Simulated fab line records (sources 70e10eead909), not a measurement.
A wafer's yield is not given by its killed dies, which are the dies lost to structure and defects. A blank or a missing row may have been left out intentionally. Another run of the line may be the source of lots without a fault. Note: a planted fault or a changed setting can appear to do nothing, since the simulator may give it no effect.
Comparing a struck lot with a sound one / flow nand-harc / 14 out of 1302 route steps
Sound: wafers L554.2, L554.3, L554.6. Struck: wafers L546.2, L546.5, L546.6. The cause is given at the end.
Per side, at each step with rows, come the tool, then ch with its chambers, and then its first start. Under that, the readings that differ: sound wafers / struck wafers / difference of the means / sigmas: that difference in standard deviations of wafers without a fault.
alike: words and numbers the same on both sides, and readings whose means are apart by under 2 such deviations; not compared: readings that were withheld, readings missing a value for some wafer, numbers with overlapping values and no deviation given by the record, and bounds like >300 which may hide the same value.
The two part at a step that has a row with sigmas, a row that says differs or no value, or rows on one side only. Numbers that have no deviation but don't overlap get no sigmas and don't part them. A reading that every wafer of one side lacks parts them only if that side has two wafers or more.

NHARC_A_CONTACT_ETCH_106: etches the open film in CF4/O2, target depth 90 nm, overetch 9 nm, time 49.5 s.
  sound on rie-diel-09 ch 0,2,3, day 30 04:46; struck on rie-diel-05 ch 1,2, day 26 08:39
reading=rf-vpp-V (V); sound=197.2 195.3 196.1; struck=199.5 199.0 199.2; difference=+3.0; sigmas=+3
  alike: bias-w, drypump-motor-current-A, o2-flow-sccm, oes-product-au, showerhead-plenum-p-Torr, throttle-valve-pct
  not compared: rf-hours-counter-h
NHARC_A_CONTACT_STRIP_82: strips in O2.
  sound on rie-diel-09 ch 0,2; struck on rie-diel-05 ch 0,3
  alike: drypump-motor-current-A, o2-flow-sccm, oes-product-au, rf-vpp-V, showerhead-plenum-p-Torr, throttle-valve-pct
  not compared: rf-hours-counter-h
then, 1 step without rows for these wafers: NHARC_A_CONTACT_STRIP_83 (strips in post etch residue remover, time 600 s).
NHARC_A_CONTACT_DEP_84: deposits aC, target thk 2800 nm.
  sound on acl-dep-03 ch 0, day 30 08:14; struck on acl-dep-01 ch 0, day 26 09:35
  alike: throttle-valve-pct
NHARC_A_CONTACT_DEP_85: deposits SiON, target thk 60 nm.
  sound on pecvd-03 ch 0,1, day 30 09:39; struck on pecvd-04 ch 1,2, day 26 11:04
reading=heater-power-w (W); sound=647 652 614; struck=804 800 801; difference=+164; sigmas=+2
then, 7 steps without rows for these wafers: NHARC_A_CONTACT_DEHYDRATE_00 (time 120 s); NHARC_A_CONTACT_HMDS_01 (time 30 s); NHARC_A_CONTACT_COAT_86 (time 75 s); NHARC_A_CONTACT_COAT_87 (time 65 s); NHARC_A_CONTACT_COAT_02 (resist thk 90 nm); NHARC_A_CONTACT_SOFTBAKE_03 (time 55 s); NHARC_A_CONTACT_EBR_04.
NHARC_A_CONTACT_EXPOSE_05: exposes mask A CC.
  struck on arfi-scanner-03, day 26 11:37; sound on arfi-scanner-03 ch 0, day 30 10:14
  no value came back on the struck wafers for exposure-dose-mJ-cm2, focus-offset-nm (nm), sigma-outer; on the sound wafers exposure-dose-mJ-cm2 reads 84.13 84.04 84.03
  alike: mask
then, 1 step without rows for these wafers: NHARC_A_CONTACT_PEB_06 (peb time 65 s).

== WHERE THEY PART ==
At NHARC_A_CONTACT_ETCH_106 first; at NHARC_A_CONTACT_EXPOSE_05 last (within this record only).

WHY: what the simulator had put in
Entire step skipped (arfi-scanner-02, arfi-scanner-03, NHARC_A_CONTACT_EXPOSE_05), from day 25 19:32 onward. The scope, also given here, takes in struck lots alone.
